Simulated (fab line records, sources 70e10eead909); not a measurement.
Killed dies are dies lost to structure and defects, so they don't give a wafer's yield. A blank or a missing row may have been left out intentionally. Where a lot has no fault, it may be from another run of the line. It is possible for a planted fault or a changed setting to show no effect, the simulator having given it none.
fab line records :: flow nand-harc
[record]
  lots = 6
  wafers = 18
  last-day = 32
route steps=1302 shown A_ONON_D1@424
lots untouched by any fault: they come from a run of this same line in which no faults occurred
start-h: hours from the record's first day to the start of the lot's first wafer shown :: wait-h: hours from the lot's prior step to this one :: " identical to the entry in the row above :: L1.1+2: a row that stands for several wafers :: - no value, or no start was given :: * or withheld: withheld :: < > ~ a bound
route shown NAME@n: NAME is a module with steps in the file, n the number in the route of the first one :: usual: mean/standard deviation of fault-free wafers :: same: alike in all rows :: chamber/n: place in a boat :: sites: readings site by site :: _std_site: how widely they spread, as a standard deviation :: _edge_site: mean of outer sites minus mean of inner sites :: radius-mm: for every site, how far away it sits from the centre of the wafer :: mask NAME#n: copy n :: behind: the last tool/chamber to shape the wafer :: hold: why the lot went on hold/how many hours it stayed there/how the hold came to an end :: device: names the non-switching transistor (n, p or np) :: end of line: at the end of the route, the tests of the same wafers :: a step with no rows: only its recipe :: killed: count of dies lost to structure and defects at first sort (not the wafer's yield) :: map: a wafer's dies, marking killed ones x, the rest . and places with no die _
set.NAME: setting as actually run; set.NAME@STEP: the setting as run at that earlier step :: model.NAME: the simulator's own value behind a step, which no gauge read
lots seen at some steps along the route; tables by step, rows by wafer
services: a tool's chamber out of use, with start hour (start-h, from the record's first day; less than 0 if before it), hours out, and reason
[[steps]]
[step NHARC_A_ONON_D1_DEP_00]
[recipe]
  target-thk-a = 10000
  n2-flow-sccm = 2750
  n2o-flow-sccm = 2000
  nh3-flow-sccm = 500
  sih4-flow-sccm = 210
  temp-c = 400
[step NHARC_A_ONON_D1_THK_MEAS_02]
[recipe]
  thk-meas-gauge = ellipsometry
[usual]
  thk-nm = 1003/9
lot.wafer: L538.2
tool: film-metro-01
chamber: -
start-h: 219.28
wait-h: -
thk-nm: 1002

lot.wafer: L538.4
tool: film-metro-01
chamber: -
start-h: 219.28
wait-h: -
thk-nm: 1001

lot.wafer: L538.6
tool: film-metro-01
chamber: -
start-h: 219.28
wait-h: -
thk-nm: 1001

lot.wafer: L539.1
tool: film-metro-02
chamber: -
start-h: 236.57
wait-h: -
thk-nm: 1013

lot.wafer: L539.2
tool: film-metro-02
chamber: -
start-h: 236.57
wait-h: -
thk-nm: 1014

lot.wafer: L539.5
tool: film-metro-02
chamber: -
start-h: 236.57
wait-h: -
thk-nm: 1014

lot.wafer: L547.1
tool: film-metro-02
chamber: -
start-h: 326.68
wait-h: -
thk-nm: 997

lot.wafer: L547.4
tool: film-metro-02
chamber: -
start-h: 326.68
wait-h: -
thk-nm: 996

lot.wafer: L547.6
tool: film-metro-02
chamber: -
start-h: 326.68
wait-h: -
thk-nm: 997

lot.wafer: L548.1
tool: film-metro-01
chamber: -
start-h: 331.11
wait-h: -
thk-nm: 991

lot.wafer: L548.4
tool: film-metro-01
chamber: -
start-h: 331.11
wait-h: -
thk-nm: 993

lot.wafer: L548.6
tool: film-metro-01
chamber: -
start-h: 331.11
wait-h: -
thk-nm: 991

lot.wafer: L551.4
tool: film-metro-02
chamber: -
start-h: 349.35
wait-h: -
thk-nm: 1006

lot.wafer: L551.5
tool: film-metro-02
chamber: -
start-h: 349.35
wait-h: -
thk-nm: 1004

lot.wafer: L551.6
tool: film-metro-02
chamber: -
start-h: 349.35
wait-h: -
thk-nm: 1004

lot.wafer: L552.1
tool: film-metro-02
chamber: -
start-h: 359.17
wait-h: -
thk-nm: 990

lot.wafer: L552.3
tool: film-metro-02
chamber: -
start-h: 359.17
wait-h: -
thk-nm: 993

lot.wafer: L552.6
tool: film-metro-02
chamber: -
start-h: 359.17
wait-h: -
thk-nm: 993
[step NHARC_A_ONON_D1_DEP_03]
[recipe]
  target-thk-a = 10000
  n2-flow-sccm = 2750
  n2o-flow-sccm = 2000
  nh3-flow-sccm = 500
  sih4-flow-sccm = 210
  temp-c = 400
[step NHARC_A_ONON_D1_THK_MEAS_05]
[recipe]
  thk-meas-gauge = ellipsometry
[usual]
  thk-nm = 998/10
lot.wafer: L538.2
tool: film-metro-01
chamber: -
start-h: 219.85
wait-h: -
thk-nm: 1002

lot.wafer: L538.4
tool: film-metro-01
chamber: -
start-h: 219.85
wait-h: -
thk-nm: 1001

lot.wafer: L538.6
tool: film-metro-01
chamber: -
start-h: 219.85
wait-h: -
thk-nm: 1004

lot.wafer: L539.1
tool: film-metro-02
chamber: -
start-h: 237.15
wait-h: -
thk-nm: 1002

lot.wafer: L539.2
tool: film-metro-02
chamber: -
start-h: 237.15
wait-h: -
thk-nm: 1002

lot.wafer: L539.5
tool: film-metro-02
chamber: -
start-h: 237.15
wait-h: -
thk-nm: 1004

lot.wafer: L547.1
tool: film-metro-02
chamber: -
start-h: 327.25
wait-h: -
thk-nm: 1005

lot.wafer: L547.4
tool: film-metro-02
chamber: -
start-h: 327.25
wait-h: -
thk-nm: 1005

lot.wafer: L547.6
tool: film-metro-02
chamber: -
start-h: 327.25
wait-h: -
thk-nm: 1007

lot.wafer: L548.1
tool: film-metro-02
chamber: -
start-h: 331.68
wait-h: -
thk-nm: 999

lot.wafer: L548.4
tool: film-metro-02
chamber: -
start-h: 331.68
wait-h: -
thk-nm: 1000

lot.wafer: L548.6
tool: film-metro-02
chamber: -
start-h: 331.68
wait-h: -
thk-nm: 999

lot.wafer: L551.4
tool: film-metro-01
chamber: -
start-h: 349.92
wait-h: -
thk-nm: 1014

lot.wafer: L551.5
tool: film-metro-01
chamber: -
start-h: 349.92
wait-h: -
thk-nm: 1013

lot.wafer: L551.6
tool: film-metro-01
chamber: -
start-h: 349.92
wait-h: -
thk-nm: 1014

lot.wafer: L552.1
tool: film-metro-02
chamber: -
start-h: 359.74
wait-h: -
thk-nm: 992

lot.wafer: L552.3
tool: film-metro-02
chamber: -
start-h: 359.74
wait-h: -
thk-nm: 993

lot.wafer: L552.6
tool: film-metro-02
chamber: -
start-h: 359.74
wait-h: -
thk-nm: 994
[step NHARC_A_ONON_D1_DEP_06]
[recipe]
  target-thk-a = 10000
  n2-flow-sccm = 2750
  n2o-flow-sccm = 2000
  nh3-flow-sccm = 500
  sih4-flow-sccm = 210
  temp-c = 400
[step NHARC_A_ONON_D1_THK_MEAS_08]
[recipe]
  thk-meas-gauge = ellipsometry
[usual]
  thk-nm = 1004/11
lot.wafer: L538.2
tool: film-metro-02
chamber: -
start-h: 220.41
wait-h: -
thk-nm: 1002

lot.wafer: L538.4
tool: film-metro-02
chamber: -
start-h: 220.41
wait-h: -
thk-nm: 1002

lot.wafer: L538.6
tool: film-metro-02
chamber: -
start-h: 220.41
wait-h: -
thk-nm: 1001

lot.wafer: L539.1
tool: film-metro-02
chamber: -
start-h: 237.72
wait-h: -
thk-nm: 1015

lot.wafer: L539.2
tool: film-metro-02
chamber: -
start-h: 237.72
wait-h: -
thk-nm: 1014

lot.wafer: L539.5
tool: film-metro-02
chamber: -
start-h: 237.72
wait-h: -
thk-nm: 1015

lot.wafer: L547.1
tool: film-metro-02
chamber: -
start-h: 327.81
wait-h: -
thk-nm: 994

lot.wafer: L547.4
tool: film-metro-02
chamber: -
start-h: 327.81
wait-h: -
thk-nm: 994

lot.wafer: L547.6
tool: film-metro-02
chamber: -
start-h: 327.81
wait-h: -
thk-nm: 992

lot.wafer: L548.1
tool: film-metro-02
chamber: -
start-h: 332.24
wait-h: -
thk-nm: 989

lot.wafer: L548.4
tool: film-metro-02
chamber: -
start-h: 332.24
wait-h: -
thk-nm: 990

lot.wafer: L548.6
tool: film-metro-02
chamber: -
start-h: 332.24
wait-h: -
thk-nm: 989

lot.wafer: L551.4
tool: film-metro-01
chamber: -
start-h: 350.48
wait-h: -
thk-nm: 1006

lot.wafer: L551.5
tool: film-metro-01
chamber: -
start-h: 350.48
wait-h: -
thk-nm: 1005

lot.wafer: L551.6
tool: film-metro-01
chamber: -
start-h: 350.48
wait-h: -
thk-nm: 1006

lot.wafer: L552.1
tool: film-metro-01
chamber: -
start-h: 360.31
wait-h: -
thk-nm: 1025

lot.wafer: L552.3
tool: film-metro-01
chamber: -
start-h: 360.31
wait-h: -
thk-nm: 1025

lot.wafer: L552.6
tool: film-metro-01
chamber: -
start-h: 360.31
wait-h: -
thk-nm: 1023
[step NHARC_A_ONON_D1_DEP_09]
[recipe]
  target-thk-a = 10000
  n2-flow-sccm = 2750
  n2o-flow-sccm = 2000
  nh3-flow-sccm = 500
  sih4-flow-sccm = 210
  temp-c = 400
[step NHARC_A_ONON_D1_THK_MEAS_11]
[recipe]
  thk-meas-gauge = ellipsometry
[usual]
  thk-nm = 1000/9.3
lot.wafer: L538.2
tool: film-metro-02
chamber: -
start-h: 220.98
wait-h: -
thk-nm: 1009

lot.wafer: L538.4
tool: film-metro-02
chamber: -
start-h: 220.98
wait-h: -
thk-nm: 1010

lot.wafer: L538.6
tool: film-metro-02
chamber: -
start-h: 220.98
wait-h: -
thk-nm: 1009

lot.wafer: L539.1
tool: film-metro-01
chamber: -
start-h: 238.29
wait-h: -
thk-nm: 1003

lot.wafer: L539.2
tool: film-metro-01
chamber: -
start-h: 238.29
wait-h: -
thk-nm: 1000

lot.wafer: L539.5
tool: film-metro-01
chamber: -
start-h: 238.29
wait-h: -
thk-nm: 1001

lot.wafer: L547.1
tool: film-metro-01
chamber: -
start-h: 328.38
wait-h: -
thk-nm: 992

lot.wafer: L547.4
tool: film-metro-01
chamber: -
start-h: 328.38
wait-h: -
thk-nm: 993

lot.wafer: L547.6
tool: film-metro-01
chamber: -
start-h: 328.38
wait-h: -
thk-nm: 994

lot.wafer: L548.1
tool: film-metro-01
chamber: -
start-h: 332.81
wait-h: -
thk-nm: 998

lot.wafer: L548.4
tool: film-metro-01
chamber: -
start-h: 332.81
wait-h: -
thk-nm: 998

lot.wafer: L548.6
tool: film-metro-01
chamber: -
start-h: 332.81
wait-h: -
thk-nm: 997

lot.wafer: L551.4
tool: film-metro-01
chamber: -
start-h: 351.06
wait-h: -
thk-nm: 1000

lot.wafer: L551.5
tool: film-metro-01
chamber: -
start-h: 351.06
wait-h: -
thk-nm: 1001

lot.wafer: L551.6
tool: film-metro-01
chamber: -
start-h: 351.06
wait-h: -
thk-nm: 1001

lot.wafer: L552.1
tool: film-metro-02
chamber: -
start-h: 360.88
wait-h: -
thk-nm: 1008

lot.wafer: L552.3
tool: film-metro-02
chamber: -
start-h: 360.88
wait-h: -
thk-nm: 1008

lot.wafer: L552.6
tool: film-metro-02
chamber: -
start-h: 360.88
wait-h: -
thk-nm: 1007
[step NHARC_A_ONON_D1_DEP_12]
[recipe]
  target-thk-a = 10000
  n2-flow-sccm = 2750
  n2o-flow-sccm = 2000
  nh3-flow-sccm = 500
  sih4-flow-sccm = 210
  temp-c = 400
[step NHARC_A_ONON_D1_THK_MEAS_14]
[recipe]
  thk-meas-gauge = ellipsometry
[usual]
  thk-nm = 997/8.8
lot.wafer: L538.2
tool: film-metro-01
chamber: -
start-h: 221.54
wait-h: -
thk-nm: 993

lot.wafer: L538.4
tool: film-metro-01
chamber: -
start-h: 221.54
wait-h: -
thk-nm: 993

lot.wafer: L538.6
tool: film-metro-01
chamber: -
start-h: 221.54
wait-h: -
thk-nm: 992

lot.wafer: L539.1
tool: film-metro-02
chamber: -
start-h: 238.85
wait-h: -
thk-nm: 1001

lot.wafer: L539.2
tool: film-metro-02
chamber: -
start-h: 238.85
wait-h: -
thk-nm: 1003

lot.wafer: L539.5
tool: film-metro-02
chamber: -
start-h: 238.85
wait-h: -
thk-nm: 1003

lot.wafer: L547.1
tool: film-metro-01
chamber: -
start-h: 328.95
wait-h: -
thk-nm: 1006

lot.wafer: L547.4
tool: film-metro-01
chamber: -
start-h: 328.95
wait-h: -
thk-nm: 1005

lot.wafer: L547.6
tool: film-metro-01
chamber: -
start-h: 328.95
wait-h: -
thk-nm: 1005

lot.wafer: L548.1
tool: film-metro-01
chamber: -
start-h: 333.37
wait-h: -
thk-nm: 996

lot.wafer: L548.4
tool: film-metro-01
chamber: -
start-h: 333.37
wait-h: -
thk-nm: 994

lot.wafer: L548.6
tool: film-metro-01
chamber: -
start-h: 333.37
wait-h: -
thk-nm: 994

lot.wafer: L551.4
tool: film-metro-01
chamber: -
start-h: 351.62
wait-h: -
thk-nm: 996

lot.wafer: L551.5
tool: film-metro-01
chamber: -
start-h: 351.62
wait-h: -
thk-nm: 998

lot.wafer: L551.6
tool: film-metro-01
chamber: -
start-h: 351.62
wait-h: -
thk-nm: 997

lot.wafer: L552.1
tool: film-metro-02
chamber: -
start-h: 361.45
wait-h: -
thk-nm: 987

lot.wafer: L552.3
tool: film-metro-02
chamber: -
start-h: 361.45
wait-h: -
thk-nm: 987

lot.wafer: L552.6
tool: film-metro-02
chamber: -
start-h: 361.45
wait-h: -
thk-nm: 986
[step NHARC_A_ONON_D1_ANNEAL_15]
[recipe]
  temp-c = 750
  time-s = 3600
[step NHARC_A_ONON_D1_DEP_16]
[recipe]
  target-thk-a = 10000
  n2-flow-sccm = 2750
  n2o-flow-sccm = 2000
  nh3-flow-sccm = 500
  sih4-flow-sccm = 210
  temp-c = 400
[usual]
  n2o-flow-sccm = 2000/6.3
  sih4-flow-sccm = 209.9/0.53
lot.wafer: L538.2
tool: pecvd-onon-04
chamber: 0
start-h: 230.73
wait-h: 0.1
n2o-flow-sccm: 2003
sih4-flow-sccm: 208.9

lot.wafer: L538.4
tool: pecvd-onon-04
chamber: 0
start-h: 230.73
wait-h: 0.1
n2o-flow-sccm: 2006
sih4-flow-sccm: 209.3

lot.wafer: L538.6
tool: pecvd-onon-04
chamber: 0
start-h: 230.73
wait-h: 0.1
n2o-flow-sccm: 2001
sih4-flow-sccm: 208.4

lot.wafer: L539.1
tool: pecvd-onon-02
chamber: 0
start-h: 246.58
wait-h: 0.1
n2o-flow-sccm: 1995
sih4-flow-sccm: 209.9

lot.wafer: L539.2
tool: pecvd-onon-02
chamber: 0
start-h: 246.58
wait-h: 0.1
n2o-flow-sccm: 1995
sih4-flow-sccm: 210.5

lot.wafer: L539.5
tool: pecvd-onon-02
chamber: 0
start-h: 246.58
wait-h: 0.1
n2o-flow-sccm: 1998
sih4-flow-sccm: 210.3

lot.wafer: L547.1
tool: pecvd-onon-02
chamber: 0
start-h: 337.21
wait-h: 0.1
n2o-flow-sccm: 2000
sih4-flow-sccm: 210.5

lot.wafer: L547.4
tool: pecvd-onon-02
chamber: 0
start-h: 337.21
wait-h: 0.1
n2o-flow-sccm: 1997
sih4-flow-sccm: 209.5

lot.wafer: L547.6
tool: pecvd-onon-02
chamber: 0
start-h: 337.21
wait-h: 0.1
n2o-flow-sccm: 2000
sih4-flow-sccm: 209.8

lot.wafer: L548.1
tool: pecvd-onon-02
chamber: 0
start-h: 341.46
wait-h: 0.1
n2o-flow-sccm: 1994
sih4-flow-sccm: 210.0

lot.wafer: L548.4
tool: pecvd-onon-02
chamber: 0
start-h: 341.46
wait-h: 0.1
n2o-flow-sccm: 1995
sih4-flow-sccm: 209.7

lot.wafer: L548.6
tool: pecvd-onon-02
chamber: 0
start-h: 341.46
wait-h: 0.1
n2o-flow-sccm: 1997
sih4-flow-sccm: 209.6

lot.wafer: L551.4
tool: pecvd-onon-03
chamber: 0
start-h: 360.90
wait-h: 0.2
n2o-flow-sccm: 2006
sih4-flow-sccm: 210.6

lot.wafer: L551.5
tool: pecvd-onon-03
chamber: 0
start-h: 360.90
wait-h: 0.2
n2o-flow-sccm: 1999
sih4-flow-sccm: 210.4

lot.wafer: L551.6
tool: pecvd-onon-03
chamber: 0
start-h: 360.90
wait-h: 0.2
n2o-flow-sccm: 2005
sih4-flow-sccm: 210.8

lot.wafer: L552.1
tool: pecvd-onon-03
chamber: 0
start-h: 370.35
wait-h: 0.1
n2o-flow-sccm: 1985
sih4-flow-sccm: 209.5

lot.wafer: L552.3
tool: pecvd-onon-03
chamber: 0
start-h: 370.35
wait-h: 0.1
n2o-flow-sccm: 1993
sih4-flow-sccm: 209.5

lot.wafer: L552.6
tool: pecvd-onon-03
chamber: 0
start-h: 370.35
wait-h: 0.1
n2o-flow-sccm: 1992
sih4-flow-sccm: 210.1
[step NHARC_A_ONON_D1_THK_MEAS_18]
[recipe]
  thk-meas-gauge = ellipsometry
[usual]
  thk-nm = 1000/8
lot.wafer: L538.2
tool: film-metro-01
chamber: -
start-h: 231.18
wait-h: -
thk-nm: 999

lot.wafer: L538.4
tool: film-metro-01
chamber: -
start-h: 231.18
wait-h: -
thk-nm: 1000

lot.wafer: L538.6
tool: film-metro-01
chamber: -
start-h: 231.18
wait-h: -
thk-nm: 999

lot.wafer: L539.1
tool: film-metro-01
chamber: -
start-h: 247.09
wait-h: -
thk-nm: 1011

lot.wafer: L539.2
tool: film-metro-01
chamber: -
start-h: 247.09
wait-h: -
thk-nm: 1012

lot.wafer: L539.5
tool: film-metro-01
chamber: -
start-h: 247.09
wait-h: -
thk-nm: 1012

lot.wafer: L547.1
tool: film-metro-02
chamber: -
start-h: 337.72
wait-h: -
thk-nm: 1076

lot.wafer: L547.4
tool: film-metro-02
chamber: -
start-h: 337.72
wait-h: -
thk-nm: 1076

lot.wafer: L547.6
tool: film-metro-02
chamber: -
start-h: 337.72
wait-h: -
thk-nm: 1077

lot.wafer: L548.1
tool: film-metro-01
chamber: -
start-h: 341.96
wait-h: -
thk-nm: 1088

lot.wafer: L548.4
tool: film-metro-01
chamber: -
start-h: 341.96
wait-h: -
thk-nm: 1089

lot.wafer: L548.6
tool: film-metro-01
chamber: -
start-h: 341.96
wait-h: -
thk-nm: 1090

lot.wafer: L551.4
tool: film-metro-02
chamber: -
start-h: 361.24
wait-h: -
thk-nm: 990

lot.wafer: L551.5
tool: film-metro-02
chamber: -
start-h: 361.24
wait-h: -
thk-nm: 989

lot.wafer: L551.6
tool: film-metro-02
chamber: -
start-h: 361.24
wait-h: -
thk-nm: 991

lot.wafer: L552.1
tool: film-metro-01
chamber: -
start-h: 370.86
wait-h: -
thk-nm: 996

lot.wafer: L552.3
tool: film-metro-01
chamber: -
start-h: 370.86
wait-h: -
thk-nm: 997

lot.wafer: L552.6
tool: film-metro-01
chamber: -
start-h: 370.86
wait-h: -
thk-nm: 995
[step NHARC_A_ONON_D1_DEP_19]
[recipe]
  target-thk-a = 10000
  n2-flow-sccm = 2750
  n2o-flow-sccm = 2000
  nh3-flow-sccm = 500
  sih4-flow-sccm = 210
  temp-c = 400
[[services]]
tool: pecvd-onon-03
chamber: -
start-h: 227.00
hours: 13.0
kind: pm

tool: pecvd-onon-04
chamber: -
start-h: 311.31
hours: 13.0
kind: pm

tool: pecvd-onon-02
chamber: -
start-h: 366.00
hours: 13.0
kind: pm
[[key]]
[first-sign]
  step = NHARC_A_ONON_D1_THK_MEAS_18
  reading = thk-nm
  direction = up
  sigmas = 10
  usual = 1000
  struck = 1083
effect none on later readings
met-at NHARC_A_ONON_D1_DEP_16
struck-wafers L547.1,L547.4,L547.6,L548.1,L548.4,L548.6
later-rows-left-out L547.1,L547.4,L547.6,L548.1,L548.4,L548.6
sort-left-out L547.1,L547.4,L547.6,L548.1,L548.4,L548.6
tester-left-out L547,L548
onset-between 246.58 337.21
[fault]
  kind = process-parameter-drift
  tool = pecvd-onon-02
  chamber = -
  onset-h = 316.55
  steps = NHARC_A_ONON_D1_DEP_16
  channel = target-thk-a
  offset = *
  shape = step
  end-h = 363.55
  acts-in = *
  stated = *
// tester-left-out: of these lots the tester's yield and bins aren't shown, on N5 and GAA mostly nor the transistor test; their killed dies are dies lost to structure and defects alone, not to doping, threshold or leakage, so they don't give the yield
// sort-left-out: the simulated sort isn't trusted on such a fault, so these wafers' sort isn't shown, and their yield isn't known
// later-rows-left-out: the simulator's readings of these wafers behind a module that went badly wrong aren't trusted and aren't shown, but for the sort
